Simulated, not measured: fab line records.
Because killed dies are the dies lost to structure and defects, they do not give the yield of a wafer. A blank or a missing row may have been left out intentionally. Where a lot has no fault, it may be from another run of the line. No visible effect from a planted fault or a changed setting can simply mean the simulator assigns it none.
Which tool did it? | flow nand-harc | 24 lots, 72 wafers sampled, at 3 steps of a route of 1302

== WHAT THE GAUGES READ, wafer by wafer ==
NHARC_A_ONON_D1_THK_MEAS_24: measures by ellipsometry. Usual: 1002 nm for thk-nm, sd 10.
lot  | measured     | on            | thk-nm (nm)    | flag
L074 | day 8 08:12  | film-metro-02 | 1004 1004 1006 |
L075 | day 8 15:31  | film-metro-02 | 980 980 981    |
L077 | day 9 04:09  | film-metro-02 | 999 998 996    |
L076 | day 9 04:09  | film-metro-01 | 983 984 984    |
L078 | day 9 23:47  | film-metro-02 | 1015 1014 1015 |
L079 | day 10 06:57 | film-metro-01 | 1001 1001 1000 |
L080 | day 10 22:42 | film-metro-01 | 996 995 997    |
L082 | day 11 13:21 | film-metro-02 | 998 999 1001   |
L081 | day 11 13:23 | film-metro-01 | 1005 1008 1007 |
L083 | day 12 03:43 | film-metro-02 | 1021 1021 1025 |
L084 | day 12 10:22 | film-metro-01 | 1023 1023 1026 |
L085 | day 12 20:13 | film-metro-01 | 998 997 997    |
L086 | day 13 15:34 | film-metro-02 | 1008 1007 1008 |
L087 | day 13 15:34 | film-metro-01 | 1006 1009 1008 |
L088 | day 14 04:14 | film-metro-02 | 1002 1000 1001 |
L089 | day 14 18:10 | film-metro-02 | 998 999 999    |
L090 | day 15 04:43 | film-metro-01 | 1010 1010 1012 |
L091 | day 15 04:44 | film-metro-02 | 995 994 992    |
L092 | day 15 14:16 | film-metro-01 | 1003 1000 1001 |
L093 | day 16 07:40 | film-metro-01 | 1000 1001 1003 |
L094 | day 16 07:40 | film-metro-01 | 994 992 992    |
L095 | day 16 22:18 | film-metro-01 | 1008 1007 1007 |
L096 | day 18 02:52 | film-metro-02 | 1000 1001 1003 |
L097 | day 18 03:00 | film-metro-02 | 996 998 997    |

NHARC_A_ONON_D1_INSPECT_32. Usual: 66 for raw-defect-count, sd 20.
lot  | measured     | on                | raw-defect-count | flag
L074 | day 8 09:52  | defect-inspect-01 | 82 71 61         |
L075 | day 8 17:11  | defect-inspect-01 | 74 79 83         |
L077 | day 9 05:50  | defect-inspect-01 | 54 71 72         |
L076 | day 9 05:52  | defect-inspect-02 | 68 68 39         |
L078 | day 10 01:28 | defect-inspect-02 | 51 78 121        |
L079 | day 10 08:39 | defect-inspect-01 | 65 43 70         |
L080 | day 11 00:22 | defect-inspect-01 | 76 62 53         |
L082 | day 11 15:02 | defect-inspect-01 | 52 45 85         |
L081 | day 11 15:13 | defect-inspect-01 | 67 45 53         |
L083 | day 12 05:22 | defect-inspect-02 | 49 50 49         |
L084 | day 12 12:03 | defect-inspect-02 | 75 104 72        |
L085 | day 12 21:55 | defect-inspect-01 | 65 67 83         |
L086 | day 13 17:15 | defect-inspect-01 | 118 70 63        |
L087 | day 13 17:14 | defect-inspect-02 | 40 48 66         |
L088 | day 14 05:56 | defect-inspect-01 | 44 55 52         |
L089 | day 14 19:51 | defect-inspect-01 | 49 49 48         |
L090 | day 15 06:23 | defect-inspect-01 | 75 47 82         |
L091 | day 15 06:24 | defect-inspect-02 | 65 86 54         |
L092 | day 15 15:56 | defect-inspect-02 | 58 66 64         |
L093 | day 16 09:20 | defect-inspect-01 | 101 99 62        |
L094 | day 16 09:34 | defect-inspect-02 | 78 66 65         |
L095 | day 16 23:57 | defect-inspect-02 | 49 94 26         |
L096 | day 18 04:33 | defect-inspect-01 | 93 92 50         |
L097 | day 18 04:50 | defect-inspect-02 | 113 102 81       |

== WHICH TOOL RAN EACH LOT (tool, then ch and the chambers of the sampled wafers, then the start) ==
lot  | NHARC_A_ONON_D1_DEP_33
L074 | pecvd-01 ch 0,2, day 8 09:23
L075 | pecvd-03 ch 0,1, day 8 16:43
L077 | pecvd-01 ch 0,1,2, day 9 05:23
L076 | pecvd-02 ch 0,2, day 9 05:25
L078 | pecvd-02 ch 1,2, day 10 01:01
L079 | pecvd-01 ch 0,1,2, day 10 08:11
L080 | pecvd-01 ch 0,1, day 10 23:56
L082 | pecvd-02 ch 1,2, day 11 14:32
L081 | pecvd-03 ch 0,2, day 11 14:47
L083 | pecvd-02 ch 0,2, day 12 04:59
L084 | pecvd-02 ch 0,1, day 12 11:36
L085 | pecvd-02 ch 0,1,2, day 12 21:24
L086 | pecvd-02 ch 0,1, day 13 16:48
L087 | pecvd-03 ch 0,1,2, day 13 16:46
L088 | pecvd-02 ch 0,1,2, day 14 05:29
L089 | pecvd-02 ch 0,1,2, day 14 19:25
L090 | pecvd-01 ch 0,1,2, day 15 05:58
L091 | pecvd-03 ch 0,1,2, day 15 05:56
L092 | pecvd-03 ch 0,1,2, day 15 15:35
L093 | pecvd-02 ch 0,2, day 16 08:50
L094 | pecvd-01 ch 0,1,2, day 16 09:04
L095 | pecvd-02 ch 0,1,2, day 16 23:37
L096 | pecvd-01 ch 0,1,2, day 18 04:03
L097 | pecvd-01 ch 0,1,2, day 18 04:20
- NHARC_A_ONON_D1_DEP_33: deposits SiO2, target thk 200 nm.

== WHAT THE TOOLS THEMSELVES READ (means of the sampled wafers that have a number; where no wafer has one, the mark that the record gives instead) ==
NHARC_A_ONON_D1_DEP_33. Usual: heater-power-w 565 W, standard deviation 110; throttle-valve-pct 15.9 %, standard deviation 0.39.
lot  | tool     | heater-power-w (W) | throttle-valve-pct (%) | flag
L074 | pecvd-01 | 714                | 16.1                   |
L075 | pecvd-03 | 546                | 15.8                   |
L077 | pecvd-01 | 712                | 16.0                   |
L076 | pecvd-02 | 491                | 15.4                   |
L078 | pecvd-02 | 447                | 15.5                   |
L079 | pecvd-01 | 724                | 16.1                   |
L080 | pecvd-01 | 725                | 16.5                   |
L082 | pecvd-02 | 430                | 15.5                   |
L081 | pecvd-03 | 583                | 16.1                   |
L083 | pecvd-02 | 572                | 15.7                   |
L084 | pecvd-02 | 529                | 16.1                   |
L085 | pecvd-02 | 495                | 15.7                   |
L086 | pecvd-02 | 559                | 16.0                   |
L087 | pecvd-03 | 532                | 15.9                   |
L088 | pecvd-02 | 455                | 15.9                   |
L089 | pecvd-02 | 500                | 16.0                   |
L090 | pecvd-01 | 708                | 15.8                   |
L091 | pecvd-03 | 561                | 16.1                   |
L092 | pecvd-03 | 508                | 16.1                   |
L093 | pecvd-02 | 495                | 15.7                   |
L094 | pecvd-01 | 666                | 16.0                   |
L095 | pecvd-02 | 454                | 15.8                   |
L096 | pecvd-01 | 667                | 15.9                   |
L097 | pecvd-01 | 678                | 15.8                   |

== THE ANSWER, worked out from the rows above alone ==
Rule: lot off if the mean of its wafers having a number is beyond 3 standard deviations from the usual mean. A lot without any number at a reading at which 4 lots or more have one is off too. Any other lot the step has rows for is counted as sound. Order of review: gauges by route order, followed by the tools' own readings, for which a lot's mean as printed above is used. At the first step where some lot is off, the reading lying furthest off is the one used; lots without a number count as furthest.
None of the lots is off at any reading shown; this tells nothing.

== WHAT THE SIMULATOR HAD PUT IN ==
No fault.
